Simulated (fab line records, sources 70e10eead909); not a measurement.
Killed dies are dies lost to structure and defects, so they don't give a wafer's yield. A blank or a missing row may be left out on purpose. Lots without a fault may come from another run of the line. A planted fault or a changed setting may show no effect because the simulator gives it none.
A struck lot beside a sound one | flow nand_harc | 39 steps out of a route of 1159
Sound: wafers L124.1, L124.4, L124.6. Struck: wafer L133.5. (L133.2, L133.4 of the same lot were not struck and are left out.) The cause comes at the end.
At each step with rows: each side's tool, then ch and its chambers, then its first start. Under that, the readings that differ: sound wafers | struck wafers | difference of the means | sigmas: that difference in standard deviations of wafers without a fault.
alike: readings whose means differ by less than 2 such deviations, and words and numbers that are the same on both sides. not compared: withheld readings, readings that some wafer has no value for, bounds like >300 that may hide the same value, and numbers for which the record gives no deviation and whose values overlap.
The two part at a step that has a row with sigmas, a row that says differs or no value, or rows on one side only. Numbers that don't overlap but have no deviation are shown without sigmas and don't part them. A reading that every wafer of one side lacks parts them only if that side has two wafers or more.

NHARC_A_CHANNEL_HOLE_D1_XSEM_31:
  sound on xsem-02 ch 0, day 9 11:43; struck on xsem-01 ch 0, day 11 19:02
  reading        | sound          | struck | difference | sigmas
  bot_cd_nm (nm) | 74.1 72.9 74.2 | 76.0   | +2.3       | +2
  alike: bow_nm, tilt_deg
NHARC_A_CHANNEL_HOLE_D1_INSPECT_40:
  sound on defect_inspect-01, day 9 11:49; struck on defect_inspect-02, day 11 19:07
  alike: raw_defect_count
then, 5 steps without rows for these wafers: NHARC_A_CHANNEL_FILL_D1_PRECLEAN_00 (cleans in SC1); NHARC_A_CHANNEL_FILL_D1_SRD_01; NHARC_A_CHANNEL_FILL_D1_ALD_02 (deposits SiO2, target thk 6 nm, pulse time 10 s, ald cycles 60); NHARC_A_CHANNEL_FILL_D1_ALD_03 (deposits SiNx, target thk 6 nm, pulse time 60 s, ald cycles 58); NHARC_A_CHANNEL_FILL_D1_ALD_14 (deposits SiO2, target thk 2.5 nm, pulse time 10 s, ald cycles 25).
NHARC_A_CHANNEL_FILL_D1_ALD_15: deposits SiNx, target thk 2 nm, pulse time 60 s, ald cycles 19.
  sound on ald_sin_batch-02 ch 0; struck on ald_sin_batch-02 ch 0
  alike: chamber_pressure_Torr, precursor_pulse_height_rel
then, 4 steps without rows for these wafers: NHARC_A_CHANNEL_FILL_D1_ALD_16 (deposits SiO2, target thk 1.5 nm, pulse time 10 s, ald cycles 15); NHARC_A_CHANNEL_FILL_D1_ANNEAL_17 (time 1800 s); NHARC_A_CHANNEL_FILL_D1_CVD_18 (deposits poly-Si, target thk 3 nm); NHARC_A_CHANNEL_FILL_D1_ETCHBACK_19 (etches the open film in HBr/Cl2, target depth 5 nm, time 1.7 s).
NHARC_A_CHANNEL_FILL_D1_ETCHBACK_20: etches the open film in C4F8/O2/Ar, target depth 27 nm, time 13.5 s.
  sound on rie_diel-03 ch 0,3, day 10 12:08; struck on rie_diel-07 ch 1, day 12 18:50
  alike: oes_product_au, rf_fwd_power_W, rf_vpp_V
  not compared: rf_hours_counter_h
NHARC_A_CHANNEL_FILL_D1_STRIP_28: strips in O2, time 20 s.
  sound on rie_diel-03 ch 0,1,3, day 10 12:15; struck on rie_diel-07 ch 1, day 12 18:55
  alike: drypump_motor_current_A, oes_product_au, rf_vpp_V, showerhead_plenum_p_Torr, throttle_valve_pct
  not compared: rf_hours_counter_h
then, 4 steps without rows for these wafers: NHARC_A_CHANNEL_FILL_D1_PRECLEAN_21 (cleans in dHF, time 30 s); NHARC_A_CHANNEL_FILL_D1_SRD_23; NHARC_A_CHANNEL_FILL_D1_CVD_05 (deposits poly-Si, target thk 5 nm); NHARC_A_CHANNEL_FILL_D1_ANNEAL_22 (time 7200 s).
NHARC_A_CHANNEL_FILL_D1_THK_MEAS_06: measures by ellipsometry.
  sound on film_metro-01, day 11 00:24; struck on film_metro-01, day 13 06:33
  alike: thk_nm
NHARC_A_CHANNEL_FILL_D1_ALD_25: deposits SiOx, target thk 60 nm, pulse time 10 s, ald cycles 600.
  sound on ald_hk-03 ch 1,2,3, day 11 01:42; struck on ald_hk-03 ch 2, day 13 09:43
  alike: heater_power_outer_w, heater_power_w, precursor_pulse_height_rel
  not compared: since_wet_clean_h
then, 7 steps without rows for these wafers: NHARC_A_CHANNEL_FILL_D1_ETCHBACK_08 (etches the open film in C4F8, target depth 220 nm, time 110 s); NHARC_A_CHANNEL_FILL_D1_STRIP_29 (strips in O2, time 20 s); NHARC_A_CHANNEL_FILL_D1_PRECLEAN_30 (cleans in dHF, time 30 s); NHARC_A_CHANNEL_FILL_D1_SRD_31; NHARC_A_CHANNEL_FILL_D1_CVD_09 (deposits poly-Si, target thk 150 nm, time 3000 s); NHARC_A_CHANNEL_FILL_D1_CMP_10 (polishes, target thk 150 nm); NHARC_A_CHANNEL_FILL_D1_SRD_12.
NHARC_A_CHANNEL_FILL_D1_RTA_24: time 5 s.
  sound on rtp_anneal-01 ch 0, day 11 12:20; struck on rtp_anneal-01 ch 0, day 13 18:23
  alike: lamp_power_pct, lamp_zone_1_pct, lamp_zone_4_pct, wafer_temp_C_max
then, 10 steps without rows for these wafers: NHARC_A_STAIRCASE_DEP_156 (deposits SiNx, target thk 50 nm); NHARC_A_STAIRCASE_DEHYDRATE_158 (time 120 s); NHARC_A_STAIRCASE_HMDS_159 (time 30 s); NHARC_A_STAIRCASE_COAT_160; NHARC_A_STAIRCASE_SOFTBAKE_161 (time 170 s); NHARC_A_STAIRCASE_EBR_162; NHARC_A_STAIRCASE_EXPOSE_163 (exposes mask STAIR OPEN); NHARC_A_STAIRCASE_PEB_164 (peb time 130 s); NHARC_A_STAIRCASE_DEVELOP_165 (time 140 s); NHARC_A_STAIRCASE_HARDBAKE_167 (time 140 s).
-- the record jumps here: 9 days lie between the struck wafers' starts before and after (it left off in module A_STAIRCASE and takes up again in module END, whose first step shown is number 1159 of the route) --
NHARC_END_SORT_01:
  the record has rows for the struck wafers here (prober-01 ch 0, day 22 13:56) and none for the sound ones

WHERE THEY PART
First at NHARC_A_CHANNEL_HOLE_D1_XSEM_31; last, within this record, at NHARC_END_SORT_01.

WHY: what the simulator had put in
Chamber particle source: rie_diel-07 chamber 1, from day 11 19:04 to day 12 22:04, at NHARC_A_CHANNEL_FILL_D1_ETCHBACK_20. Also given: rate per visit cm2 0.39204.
